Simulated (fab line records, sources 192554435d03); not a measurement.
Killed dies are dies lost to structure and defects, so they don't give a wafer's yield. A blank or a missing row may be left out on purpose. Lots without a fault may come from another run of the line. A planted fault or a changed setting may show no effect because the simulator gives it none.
fab line records | flow n5_finfet
record lots=4 wafers=12 last_day=17
route steps=1938 shown BEOL_M13@1684 BEOL_M14@1716 BEOL_M15@1830 PASSIVATION@1936
lots that met no fault: from a run of the same line without faults
start_h: hours from the record's first day to the start of the lot's first wafer shown | wait_h: hours since the lot's step before | " the same as in the row above | L1.1+2: a row that stands for several wafers | - no value, or no start given | * or withheld: withheld | < > ~ a bound
route shown NAME@n: a module of which the file shows steps, and the number in the route of the first | usual: mean/standard deviation of fault-free wafers | same: alike in all rows | chamber/n: place in a boat | sites: the reading at each site | _std_site: their standard deviation | _edge_site: outer sites' mean less inner sites' | radius_mm: how far each site lies from the wafer's centre | mask NAME#n: copy n | behind: the tool/chamber that last shaped the wafer | hold: why the lot was held/for how many hours/how that ended | device: the transistor (n, p or np) that didn't switch | end of line: the same wafers' tests at the end of the route | a step without rows: its recipe alone | killed: dies lost to structure and defects at the first sort, not the wafer's yield | map: a wafer's dies, x killed, . not, _ none there
set.NAME: the setting as run; set.NAME@STEP: as run at that earlier step | model.NAME: the simulator's own value behind a step, which no gauge read
lots at some steps of the route; a table a step, a row a wafer
services: from which hour (start_h, from the record's first day; less than 0 if before it) a tool's chamber was out of use, for how many hours, and why
## steps
# step N5_BEOL_M13_SOFTBAKE_23
# recipe temp_c=130 time_s=60
# step N5_BEOL_M13_EXPOSE_25
# recipe mask_id=M13 na=0.93 source_shape=conventional sigma_outer=0.4 polarization=unpolarized target_cd_nm=210 dose_mj=22
# step N5_BEOL_M13_PEB_26
# recipe peb_temp_c=130 peb_time_s=90
# step N5_BEOL_M13_DEVELOP_27
# recipe develop_time_s=45 rinse_liquid=diw dry=air_spin dev_temp_c=21
# step N5_BEOL_M13_HARDBAKE_32
# recipe temp_c=130 time_s=120
# step N5_BEOL_M13_DESCUM_33
# recipe chemistry=O2 time_s=7.9 source_power_w=50 bias_power_w=20 pressure_mtorr=20 rf_frequency_hz=2.712e+07 temp_c=40 o2_flow_sccm=225
# step N5_BEOL_M13_ETCH_67
# recipe chemistry=CF4 target=SiARC target_depth_a=1430 time_s=238.3 ion_energy_ev=80 pressure_mtorr=40 source_w=545 bias_w=36 Ar_flow_sccm=100 cf4_flow_sccm=100 ends=cleared
# step N5_BEOL_M13_ETCH_68
# recipe chemistry=N2/H2 target=SOC mask_material=SiARC source_w=3000 bias_w=350 temp_c=40 time_s=355 ion_energy_ev=200 pressure_mtorr=30 n2_flow_sccm=200 h2_flow_sccm=200
# step N5_BEOL_M13_STRIP_69
# recipe chemistry=N2/H2 temp_c=40 n2_flow_sccm=200 h2_flow_sccm=200 rf_frequency_hz=6e+07
# step N5_BEOL_M13_TRENCH_ETCH_34
# recipe chemistry=C4F8/O2/Ar target=SiOC target_depth_a=4134.7 mask_material=SOC pressure_mtorr=30 source_w=3000 bias_w=700 Ar_flow_sccm=400 C4F8_flow_sccm=15 O2_flow_sccm=8 he_inner_torr=15 he_outer_torr=30 time_s=162.6 ion_energy_ev=250
# usual drypump_motor_current_A=5.6/0.48 oes_product_au=0.80/0.064 rf_vpp_V=667/3.2 showerhead_plenum_p_Torr=3.47/0.11 throttle_valve_pct=24.10/0.21
# columns lot.wafer tool chamber start_h wait_h drypump_motor_current_A oes_product_au rf_hours_counter_h rf_vpp_V showerhead_plenum_p_Torr throttle_valve_pct model.etch.depth_nm
L904.1 rie_diel-03 0 245.96 0.0 6.1 0.88 36 663 3.35 24.22 411.4
L904.2 " 1 " " 5.3 0.80 79 669 3.59 24.18 401.9
L904.4 " 1 " " 5.3 0.80 - 671 3.59 24.18 401.5
L921.2 rie_diel-03 0 368.13 0.0 6.1 0.84 58 663 3.33 24.24 372.1
L921.4 " 0 " " 6.1 0.85 - 663 3.34 24.25 374.9
L921.6 " 1 " " 5.3 0.77 - 670 3.57 24.24 370.2
L922.1 rie_diel-03 2 370.35 0.0 5.7 0.80 107 669 3.55 23.96 377.3
L922.2 " 0 " " 6.1 0.85 60 664 3.33 24.24 379.3
L922.6 " 2 " " 5.7 0.81 - 670 3.55 23.94 378.1
L925.1 rie_diel-05 2 385.64 0.0 5.2 0.96 3 666 3.50 24.11 422.7
L925.3 " 3 " " 5.3 0.77 127 665 3.41 24.00 402.6
L925.6 " 0 " " 5.5 0.71 - 667 3.54 24.16 414.5
# step N5_BEOL_M13_STRIP_70
# recipe chemistry=C4F8/O2/Ar resist=SiARC rf_frequency_hz=6e+07
# step N5_BEOL_M13_OCD_MEAS_35
# usual trench_depth_nm=412/7.2
# columns lot.wafer tool chamber start_h wait_h trench_depth_nm
L904.1 ocd-02 - 246.14 0.0 411
L904.2 " - " " 402
L904.4 " - " " 401
L921.2 ocd-02 - 368.30 0.0 372
L921.4 " - " " 375
L921.6 " - " " 371
L922.1 ocd-02 - 370.53 0.0 378
L922.2 " - " " 380
L922.6 " - " " 378
L925.1 ocd-02 - 385.81 0.0 423
L925.3 " - " " 403
L925.6 " - " " 414
# step N5_BEOL_M13_STRIP_37
# recipe chemistry=N2/H2 power_w=1000 temp_c=250 h2_frac=0.65 overash_fraction=0.3 pressure_mtorr=withheld n2_flow_sccm=1750 h2_flow_sccm=3250
# step N5_BEOL_M13_ETCH_38
# recipe chemistry=CF4/N2 target=SiCN target_depth_a=675 taper_deg=2 time_s=71.9 ion_energy_ev=150 mask_material=SiO2 pressure_mtorr=40 source_w=430 bias_w=70 Ar_flow_sccm=100 cf4_flow_sccm=60 n2_flow_sccm=60
# step N5_BEOL_M13_PRECLEAN_39
# recipe chemistry=residue_remover time_s=60 temp_c=40
# step N5_BEOL_M13_SRD_40
# recipe time_s=30 temp_c=23 rinse_liquid=diw dry=n2_spin spin_rpm=1500 dry_time_s=30
# step N5_BEOL_M13_DEGAS_41
# recipe ambient=vacuum temp_c=250 time_s=60
# step N5_BEOL_M13_PRE_CLEAN_42
# recipe gas=H2/He time_s=30 temp_c=250
# step N5_BEOL_M13_SPUTTER_43
# recipe material=TaN target_thk_a=150 temp_c=50 bias_v=168.6 power_w=15000 chamber_pressure_pa=0.12 time_s=24.19
# step N5_BEOL_M13_SPUTTER_44
# recipe material=Ta target_thk_a=100 temp_c=50 bias_v=80 power_w=15000 chamber_pressure_pa=0.07 time_s=16.13
# step N5_BEOL_M13_SPUTTER_45
# recipe material=Cu target_thk_a=800 temp_c=-20 bias_v=60 power_w=26000 chamber_pressure_pa=0.13 time_s=13.33
# step N5_BEOL_M13_ECD_47
# recipe material=Cu target_thk_a=9360
# step N5_BEOL_M13_ANNEAL_48
# recipe temp_c=225 time_s=90 ambient=N2
# step N5_BEOL_M13_CMP_49
# recipe stop_on=SiOC t_overpolish_s=17.1 down_force_psi=1 platen_rpm=50 clearing_platen_down_force_psi=1.5 clearing_platen_rpm=50 post_cmp_clean=cu_alkaline target_thk_nm=420 clearing_platen_pad_velocity_m_s=0.99484 pad_velocity_m_s=0.99484
# usual barrier_field_endpoint_s=30.0/0.72 edge_zone_pressure_frac=1.001/0.0048 head_pressure_psi=0.9999/0.0022 motor_current_A=6.2/0.67 overpolish_run_s=17.100/0.0099
# columns lot.wafer tool chamber start_h wait_h barrier_field_endpoint_s edge_zone_pressure_frac head_pressure_psi motor_current_A overpolish_run_s model.Cu_of_BEOL_M13_ECD_47.thk_nm
L904.2 cmp-04 1 248.93 0.2 30.1 1.006 0.9978 7.4 17.091 409.4
L904.1 " 2 " " 29.8 1.005 1.0001 5.9 17.098 416.2
L904.4 " 3 " " 30.0 0.996 1.0022 5.7 17.100 408.4
L921.4 cmp-01 1 371.95 0.1 30.8 0.999 0.9992 6.9 17.099 379.6
L921.2 " 0 " " 30.1 0.999 0.9939 7.2 17.105 376
L921.6 " 1 " " 30.4 1.000 1.0012 6.5 17.100 374.8
L922.1 cmp-04 3 372.33 0.3 29.6 1.007 1.0015 5.6 17.107 384.4
L922.2 " 2 " " 30.3 1.013 1.0013 5.8 17.098 386.6
L922.6 " 0 " " 29.9 1.002 0.9969 6.2 17.116 383.4
L925.3 cmp-01 3 390.54 0.2 29.3 1.003 1.0030 5.8 17.087 410.6
L925.1 " 2 " " 30.4 1.007 0.9968 5.4 17.102 431
L925.6 " 3 " " 30.1 0.996 1.0014 5.7 17.102 421.4
# step N5_BEOL_M13_THK_MEAS_50
# recipe thk_meas_gauge=xrf reads=Cu_of_BEOL_M13_ECD_47
# usual M13_THK=416/7.7
# columns lot.wafer tool chamber start_h wait_h M13_THK[nm]
L904.1 film_metro-01 - 249.22 - 415
L904.2 " - " " 406
L904.4 " - " " 406
L921.2 film_metro-02 - 372.24 - 373
L921.4 " - " " 377
L921.6 " - " " 372
L922.1 film_metro-02 - 372.62 - 379
L922.2 " - " " 383
L922.6 " - " " 381
L925.1 film_metro-01 - 390.84 - 430
L925.3 " - " " 410
L925.6 " - " " 424
# step N5_BEOL_M13_PRE_CLEAN_52
# recipe gas=NH3 time_s=15 temp_c=withheld rf_power_w=300
# step N5_BEOL_M13_DEP_53
# recipe material=SiCN target_thk_a=500 temp_c=withheld precursor=3MS/NH3 pressure_torr=3 rf_w=675 time_s=17.8
# step N5_BEOL_M13_RS_MEAS_54
# recipe thk_meas_gauge=four-point-probe reads=Cu_of_BEOL_M13_ECD_47+Ta_of_BEOL_M13_SPUTTER_44+TaN_of_BEOL_M13_SPUTTER_43
# usual M13_RS=0.0451/0.00081
# columns lot.wafer tool chamber start_h wait_h M13_RS[ohm/sq]
L904.1 film_metro-02 - 249.35 0.0 0.0453
L904.2 " - " " 0.0462
L904.4 " - " " 0.0462
L921.2 film_metro-02 - 372.37 0.1 0.0505
L921.4 " - " " 0.0498
L921.6 " - " " 0.0505
L922.1 film_metro-02 - 372.75 0.0 0.0493
L922.2 " - " " 0.0489
L922.6 " - " " 0.0495
L925.1 film_metro-01 - 391.00 0.1 0.0437
L925.3 " - " " 0.0460
L925.6 " - " " 0.0448
# step N5_BEOL_M14_ILD_DEP_00
# recipe material=SiO2 target_thk_a=11193 temp_c=400 precursor=TEOS/O2 pressure_torr=6.5 rf_w=900 teos_flow_sccm=161.4 gas=O2 flow_sccm=2650 time_s=237.4
# step N5_BEOL_M14_COAT_58
# recipe resist=BARC temp_c=205 time_s=60 spin_rpm=1500 resist_thk_nm=89
# step N5_BEOL_M14_COAT_04
# recipe spin_rpm=1704 resist_thk_nm=800
# step N5_BEOL_M14_EBR_06
# recipe solvent=PGMEA ebr_width_mm=1.5
# step N5_BEOL_M14_SOFTBAKE_05
# recipe temp_c=130 time_s=60
# step N5_BEOL_M14_EXPOSE_07
# recipe mask_id=V13 na=0.8 source_shape=annular sigma_inner=0.5 sigma_outer=0.8 polarization=unpolarized attpsm_phase_deg=180 dose_mj=57
# step N5_BEOL_M14_PEB_08
# recipe peb_temp_c=130 peb_time_s=90
# step N5_BEOL_M14_DEVELOP_09
# recipe develop_time_s=45 rinse_liquid=diw dry=air_spin dev_temp_c=21
# step N5_BEOL_M14_HARDBAKE_14
# recipe temp_c=130 time_s=120
# step N5_BEOL_M15_RC_MEAS_101
# usual COMB_M10=1.45e-11/3e-12 COMB_M11=1.4e-11/3.2e-12 COMB_M12=5.7e-12/1.1e-12 COMB_M13=4.4e-12/1.1e-12 COMB_M14=3e-12/8.8e-13 COMB_M15=1.9e-12/5.7e-13 COMB_M5=3.7e-11/7.8e-12 COMB_M6=2.5e-11/5e-12 COMB_M7=2.4e-11/5.1e-12 COMB_M8=2.5e-11/5.5e-12 COMB_M9=1.38e-11/2.8e-12 SERP_M10=3.07/0.099 SERP_M11=3.13/0.1 SERP_M12=0.643/0.023 SERP_M13=0.312/0.0076 SERP_M13_max_site=0.315/0.0081 SERP_M14=0.160/0.0061 SERP_M5=39.1/2.1 SERP_M6=13.8/0.76 SERP_M7=14.2/0.71 SERP_M8=13.7/0.63 SERP_M9=3.13/0.11
# columns lot.wafer tool chamber start_h wait_h COMB_M10[S/m] COMB_M11[S/m] COMB_M12[S/m] COMB_M13[S/m] COMB_M14[S/m] COMB_M15[S/m] COMB_M5[S/m] COMB_M6[S/m] COMB_M7[S/m] COMB_M8[S/m] COMB_M9[S/m] SERP_M10[ohm/um] SERP_M11[ohm/um] SERP_M12[ohm/um] SERP_M13[ohm/um] SERP_M13_max_site[ohm/um] SERP_M14[ohm/um] SERP_M5[ohm/um] SERP_M6[ohm/um] SERP_M7[ohm/um] SERP_M8[ohm/um] SERP_M9[ohm/um]
L904.1 prober-02 0 259.97 0.0 1.85e-11 1.7e-11 4.2e-12 4.4e-12 2.5e-12 2.2e-12 3e-11 2.5e-11 2.4e-11 2.6e-11 1.44e-11 2.83 3.13 0.650 0.307 0.311 0.163 37.5 13.6 13.7 13.0 3.09
L904.2 " 0 " " 1.26e-11 1.2e-11 4.9e-12 4.6e-12 1.7e-12 2.4e-12 2.8e-11 2.6e-11 1.8e-11 2.5e-11 1.37e-11 3.06 3.17 0.658 0.318 0.321 0.154 40.3 13.5 13.4 13.4 3.12
L904.4 " 0 " " 1.38e-11 1.4e-11 4.2e-12 4.4e-12 3.6e-12 2.2e-12 3.6e-11 3.3e-11 1.9e-11 2.4e-11 1.07e-11 3.03 3.20 0.601 0.325 0.331 0.171 38.9 12.6 15.2 11.7 3.06
L921.2 prober-01 0 390.90 0.2 1.03e-11 1e-11 6.3e-12 5e-12 2.4e-12 1.2e-12 3.5e-11 3.3e-11 2.3e-11 2.9e-11 1.3e-11 3.18 3.19 0.645 0.341 0.344 0.161 39.3 13.4 15.9 12.9 3.49
L921.4 " 0 " " 1.54e-11 1.6e-11 5e-12 5.4e-12 4.4e-12 1e-12 3.4e-11 2.9e-11 1.6e-11 3.1e-11 1.31e-11 3.16 3.28 0.611 0.339 0.344 0.163 38.1 13.4 14.1 12.8 3.19
L921.6 " 0 " " 1.45e-11 1.1e-11 5.6e-12 3.9e-12 2.4e-12 1.1e-12 3.5e-11 2.2e-11 2.5e-11 3.6e-11 1.55e-11 3.09 3.04 0.617 0.347 0.351 0.162 37.8 14.9 13.2 12.9 3.04
L922.1 prober-02 0 392.29 0.0 1.6e-11 1.6e-11 6.7e-12 5e-12 3.6e-12 2.4e-12 2.6e-11 2.9e-11 2.2e-11 3.9e-11 1.18e-11 3.02 2.89 0.619 0.336 0.339 0.165 36.6 13.3 13.8 14.0 3.09
L922.2 " 0 " " 1e-11 1.8e-11 6.5e-12 4.6e-12 3.5e-12 1.7e-12 4.3e-11 2.2e-11 3.1e-11 2.6e-11 1.18e-11 3.03 3.05 0.612 0.330 0.333 0.168 37.0 13.6 13.6 14.0 3.09
L922.6 " 0 " " 1.43e-11 1.5e-11 5.7e-12 5.2e-12 5.7e-12 2.1e-12 3.1e-11 2e-11 2.9e-11 3.9e-11 1.32e-11 3.04 3.00 0.629 0.337 0.339 0.159 39.7 13.8 14.5 13.5 3.08
L925.1 prober-01 0 400.57 0.0 1.47e-11 1.6e-11 5.4e-12 3.2e-12 4.2e-12 2e-12 3.8e-11 2.4e-11 2.6e-11 2.7e-11 2.14e-11 3.08 2.95 0.649 0.293 0.294 0.167 38.4 13.6 13.8 13.1 3.18
L925.3 " 0 " " 1.27e-11 2e-11 5.6e-12 3.8e-12 2.7e-12 1.8e-12 3.7e-11 2.3e-11 1.8e-11 3e-11 1.3e-11 3.23 3.12 0.647 0.318 0.322 0.162 39.8 14.8 13.9 13.4 3.04
L925.6 " 0 " " 9.9e-12 1.5e-11 6.5e-12 2.9e-12 3.8e-12 1.3e-12 2.9e-11 3.3e-11 2.6e-11 3e-11 1.3e-11 3.16 3.14 0.649 0.311 0.314 0.162 40.0 13.7 14.0 12.7 3.09
# sites SERP_M13 radius_mm=0,75,75,75,75,140,140,140,140
L904.1 0.307 0.311 0.307 0.310 0.309 0.307 0.304 0.305 0.307
L921.2 0.338 0.341 0.344 0.342 0.342 0.340 0.339 0.344 0.340
L922.1 0.336 0.339 0.339 0.337 0.336 0.333 0.334 0.335 0.334
L925.1 0.293 0.294 0.293 0.294 0.293 0.292 0.293 0.294 0.292
# step N5_PASSIVATION_PROBE_49
# usual defect_limited_yield=91.4/1.4 killed_at_M0_to_M3=33/10 killed_at_M4_up=14/6.1 killed_at_contacts=14/6.1 killed_at_front_end=38/9.7 killed_at_other=3.1/2.9 killed_dies=102/17 killed_on_rim=14/4.1 killed_open=67/13 killed_short=32/8 sort_bin_5_function=5.1/0.94 sort_bin_6_memory=3.2/0.68 sort_n_pass=1078/17 sort_yield_pct=91.3/1.5
# same gross_dies=1180 killed_at_back_side=0 sort_bin_4_leakage[%]=0 sort_bin_8_speed[%]=0
# columns lot.wafer tool chamber start_h wait_h defect_limited_yield[%] killed_at_M0_to_M3 killed_at_M4_up killed_at_contacts killed_at_front_end killed_at_other killed_dies killed_on_rim killed_open killed_short sort_bin_5_function[%] sort_bin_6_memory[%] sort_n_pass sort_yield_pct[%]
L904.1 prober-02 - 271.62 0.0 89.7 42 6 18 40 15 121 18 77 38 6.6 2.8 1059 89.7
L904.2 prober-02 - 271.67 0.1 90.1 32 7 23 45 10 117 17 84 28 4.9 4.0 1063 90.1
L904.4 prober-02 - 271.77 0.2 88.5 42 28 20 44 2 136 16 92 39 7.6 3.6 1044 88.5
L921.2 prober-02 - 405.53 0.1 90.2 40 4 17 54 1 116 12 80 36 5.9 3.5 1064 90.2
L921.4 prober-02 - 405.63 0.2 87.4 40 22 14 72 1 149 17 100 43 8.1 3.6 1031 87.4
L921.6 prober-02 - 405.73 0.3 91.2 26 7 20 48 3 104 16 75 28 5.3 3.2 1076 91.2
L922.1 prober-02 - 408.85 0.0 93.9 19 12 26 15 0 72 12 49 22 3.6 2.1 1108 93.9
L922.2 prober-02 - 408.90 0.1 90.9 44 15 16 31 1 107 16 73 32 5.8 3.1 1073 90.9
L922.6 prober-02 - 409.10 0.3 92.6 26 16 8 34 3 87 9 68 16 4.9 2.1 1093 92.6
L925.1 prober-01 - 415.93 0.0 89.4 38 12 16 54 5 125 19 89 35 6.9 3.4 1055 89.4
L925.3 prober-01 - 416.03 0.1 92.5 32 6 13 34 3 88 15 51 37 3.6 3.6 1092 92.5
L925.6 prober-01 - 416.18 0.3 91.7 23 20 8 45 2 98 16 66 31 4.1 4.1 1082 91.7
# killed by level:class
L904.1 MOL_CONTACT_COAG:geometric_particle:open=16 BEOL_M3:geometric_particle:open=12 STI_FIN_REVEAL:geometric_particle:open=9 MIM_TOP:geometric_particle:open=9 BEOL_M0:geometric_particle:open=8 BEOL_M0_SAQP:geometric_particle:short=7 HKMG_FIN:area_etch=6 FIN_SAQP:geometric_particle:open=5
L904.2 MOL_CONTACT_COAG:geometric_particle:open=20 BEOL_M0_SAQP:geometric_particle:short=11 STI_FIN_REVEAL:geometric_particle:open=9 FIN_SAQP:geometric_particle:open=7 BEOL_M0_SAQP:geometric_particle:open=7 BEOL_M0:geometric_particle:open=7 ILD0:geometric_particle:open=5 HKMG_FIN:area_etch=5
L904.4 MOL_CONTACT_COAG:geometric_particle:open=17 BEOL_M4:geometric_particle:open=14 BEOL_M0_SAQP:geometric_particle:short=13 STI_FIN_REVEAL:geometric_particle:open=9 BEOL_M0_SAQP:geometric_particle:open=9 FIN_SAQP:geometric_particle:open=8 BEOL_M4:geometric_particle:short=6 BEOL_M3:geometric_particle:open=6
L921.2 FIN_SAQP:geometric_particle:open=19 FIN_SAQP:geometric_particle:short=15 MOL_CONTACT_COAG:geometric_particle:open=15 BEOL_M0_SAQP:geometric_particle:open=13 BEOL_M0_SAQP:geometric_particle:short=11 BEOL_M2:geometric_particle:open=10 DUMMY_GATE:geometric_particle:open=6 GATE_CUT:geometric_particle:short=4
L921.4 FIN_SAQP:geometric_particle:open=19 FIN_SAQP:geometric_particle:short=14 BEOL_M4:geometric_particle:open=14 MOL_CONTACT_COAG:geometric_particle:open=12 BEOL_M0_SAQP:geometric_particle:open=12 BEOL_M0_SAQP:geometric_particle:short=11 DUMMY_GATE:geometric_particle:open=8 BEOL_M1:geometric_particle:open=7
L921.6 MOL_CONTACT_COAG:geometric_particle:open=18 FIN_SAQP:geometric_particle:open=14 STI_FIN_REVEAL:geometric_particle:open=8 FIN_SAQP:geometric_particle:short=7 BEOL_M0_SAQP:geometric_particle:open=7 DUMMY_GATE:geometric_particle:short=5 BEOL_M1:geometric_particle:open=5 DUMMY_GATE:geometric_particle:open=4
L922.1 MOL_CONTACT_COAG:geometric_particle:open=18 MOL_CONTACT_COAG:geometric_particle:short=8 BEOL_M0_SAQP:geometric_particle:open=5 STI_FIN_REVEAL:geometric_particle:open=4 BEOL_M2:geometric_particle:open=4 BEOL_M4:geometric_particle:open=4 STARTING-WAFER:geometric_particle:open=3 BEOL_M0:geometric_particle:open=2
L922.2 BEOL_M0_SAQP:geometric_particle:open=16 MOL_CONTACT_COAG:geometric_particle:open=14 BEOL_M0_SAQP:geometric_particle:short=8 STI_FIN_REVEAL:geometric_particle:open=7 BEOL_M3:geometric_particle:open=7 FIN_SAQP:geometric_particle:open=5 BEOL_M5:geometric_particle:open=5 GATE_CUT:geometric_particle:short=4
L922.6 BEOL_M5:geometric_particle:open=8 MOL_CONTACT_COAG:geometric_particle:open=7 BEOL_M0_SAQP:geometric_particle:short=7 BEOL_M0_SAQP:geometric_particle:open=7 BEOL_M3:geometric_particle:open=7 FIN_SAQP:geometric_particle:open=6 BEOL_M4:geometric_particle:open=6 STARTING-WAFER:geometric_particle:open=6
L925.1 STI_FIN_REVEAL:geometric_particle:open=16 MOL_CONTACT_COAG:geometric_particle:open=15 BEOL_M3:geometric_particle:open=14 FIN_SAQP:geometric_particle:open=10 BEOL_M0_SAQP:geometric_particle:open=8 BEOL_M0_SAQP:geometric_particle:short=5 BEOL_M5:geometric_particle:open=5 STARTING-WAFER:geometric_particle:short=5
L925.3 BEOL_M3:geometric_particle:open=10 STI_FIN_REVEAL:geometric_particle:open=9 MOL_CONTACT_COAG:geometric_particle:open=9 BEOL_M0_SAQP:geometric_particle:open=7 BEOL_M0_SAQP:geometric_particle:short=6 DUMMY_GATE:geometric_particle:open=4 MOL_CONTACT_COAG:geometric_particle:short=4 BEOL_M1:geometric_particle:open=4
L925.6 FIN_SAQP:geometric_particle:short=12 STI_FIN_REVEAL:geometric_particle:open=9 BEOL_M3:geometric_particle:open=8 ILD0:geometric_particle:open=7 MOL_CONTACT_COAG:geometric_particle:open=7 BEOL_M0_SAQP:geometric_particle:open=6 BEOL_M4:geometric_particle:open=6 FIN_SAQP:geometric_particle:open=4
## services
# columns tool chamber start_h hours kind
rie_diel-03 3 224.30 - clean
rie_diel-03 3 224.30 - consumable_replace:focus_ring
rie_diel-03 3 224.30 24.5 scheduled_down
rie_diel-03 3 224.30 24.5 vent_cycle
rie_diel-05 1 261.35 - clean
rie_diel-05 1 261.35 - consumable_replace:focus_ring
rie_diel-05 1 261.35 15.8 scheduled_down
rie_diel-05 1 261.35 15.8 vent_cycle
cmp-04 - 274.57 4.0 pm
cmp-04 - 278.57 - consumable_replace:conditioner
cmp-04 - 278.57 - consumable_replace:pad
rie_diel-03 - 280.32 19.4 repair
rie_diel-03 - 299.88 14.6 pm
cmp-04 - 309.50 0.3 repair
cmp-01 - 322.45 6.1 pm
rie_diel-03 1 325.29 11.4 repair
rie_diel-03 3 338.91 35.9 repair
cmp-04 - 353.96 4.1 repair
rie_diel-05 2 355.21 - clean
rie_diel-05 2 355.21 - consumable_replace:focus_ring
rie_diel-05 2 355.21 19.5 scheduled_down
rie_diel-05 2 355.21 19.5 vent_cycle
cmp-04 - 377.56 5.1 pm
## key
first_sign step=N5_BEOL_M13_OCD_MEAS_35 reading=trench_depth_nm direction=down sigmas=5.1 usual=412 struck=375
effect step=N5_BEOL_M13_THK_MEAS_50 reading=M13_THK direction=down sigmas=5 usual=416 struck=377
effect step=N5_BEOL_M13_RS_MEAS_54 reading=M13_RS direction=up sigmas=5.7 usual=0.0451 struck=0.0497
effect step=N5_BEOL_M15_RC_MEAS_101 reading=SERP_M13 direction=up sigmas=3.5 usual=0.312 struck=0.338
model_effect step=N5_BEOL_M13_TRENCH_ETCH_34 value=etch.depth_nm without=415.7 struck=375.3
model_effect step=N5_BEOL_M13_CMP_49 value=Cu_of_BEOL_M13_ECD_47.thk_nm without=421.2 struck=380.8
met_at N5_BEOL_M13_TRENCH_ETCH_34
struck_wafers L921.2,L921.4,L921.6,L922.1,L922.2,L922.6
onset_between 245.96 368.13
earlier_fault kind=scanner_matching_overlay tool=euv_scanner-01 chamber=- onset_h=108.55 steps=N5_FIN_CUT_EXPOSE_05 offset=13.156
fault kind=process_parameter_drift tool=rie_diel-03 chamber=- onset_h=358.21 steps=N5_BEOL_M13_TRENCH_ETCH_34 channel=target_depth_a offset=-401.68 shape=step acts_in=these_recipes_only stated=4134.7
